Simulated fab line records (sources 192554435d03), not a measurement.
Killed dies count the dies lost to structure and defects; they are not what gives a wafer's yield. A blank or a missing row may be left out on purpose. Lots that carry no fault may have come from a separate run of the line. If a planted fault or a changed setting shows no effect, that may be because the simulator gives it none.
Problem report in the 8D (eight disciplines) form, filled by code || flow n5_finfet || the parts of the form that need people (team, actions taken, sign-off) are left out

1. THE ISSUE
At N5_BEOL_M6_CVD_78, run_length_s averages 249.9 s over 2 wafers from 2 lots, while fault-free wafers read 165.2 s, standard deviation 0.53. That is +99 or more standard deviations from the usual mean.
The step: deposits Co from CCTBA/H2, target thk 2 nm, time 142.3 s.
First seen on wafer L606.1, day 13 05:56, on cvd_co-01. Wafers with a number at this step in the record: 34, from 12 lots. Rule for "out", or "out of limits": more than 4 standard deviations from the usual mean. All remaining wafers that have a number are taken as sound.

2. WHAT IT IS AND WHAT IT IS NOT
{"question": "which readings at this step", "is": "run_length_s", "is not": "-"}
{"question": "which lots", "is": "L606, L609", "is not": "L595, L598, L600, L601, L604, L605, L612, L614, L616, L617"}
{"question": "which wafers of those lots", "is": "L606.1, L609.5", "is not": "L606.2, L606.6"}
{"question": "read on which tools", "is": "cvd_co-01", "is not": "cvd_co-02"}
{"question": "when", "is": "from day 13 05:56", "is not": "up to then (17 sound wafers); but 15 sound wafers of L604, L612, L614, L616, L617 came after"}

3. THE SUSPECTS, EACH WITH WHAT RULES IT OUT
Counting: a tool at a process step up to the reading stays a suspect if it ran every lot that is out. Sound lots after the first of them don't rule it out here, since some wafers of a struck lot are sound.
- cvd_co-01 at N5_BEOL_M6_CVD_78 (deposits Co from CCTBA/H2, target thk 2 nm, time 142.3 s): kept. It processed each lot that is out (first: L606, day 13 05:56); up to then, its last sound lot is L605 (day 12 02:32). On those wafers its own readings are out: run_length_s.
- The sound lot-mates ran in chamber 1 of cvd_co-01 at N5_BEOL_M6_CVD_78, but the wafers that are out ran in chamber 2.
Remaining after the count: cvd_co-01 at N5_BEOL_M6_CVD_78.

4. THE CAUSE (what the simulator had put in)
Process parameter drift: cvd_co-01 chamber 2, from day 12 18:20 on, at N5_BEOL_M6_CVD_78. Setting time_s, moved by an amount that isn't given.
This tool alone remained once counting was done.

5. SEQUENCE OF EFFECTS, ordered by route
Each row: a reading where the mean over the struck wafers with a number is more than 3 standard deviations away from the usual. Scope: only readings with a usual standard deviation given in the record; hours: median across lots of the time from each lot's start at the first step in this table that gives one to its start at this step; sigmas: change in usual standard deviations.
{"hours": 0, "step": "N5_BEOL_M6_CVD_78", "reading": "run_length_s", "usual": "165.2 s", "on struck wafers": 249.9, "change": "+84.7", "sigmas": "+99 or more"}
The process steps in it:
- N5_BEOL_M6_CVD_78: deposits Co from CCTBA/H2, target thk 2 nm, time 142.3 s.

6. WHAT WOULD HAVE CAUGHT IT SOONER
The fault began at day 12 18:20; the first out-of-limits reading in this record came at day 13 05:56, 12 hours later.
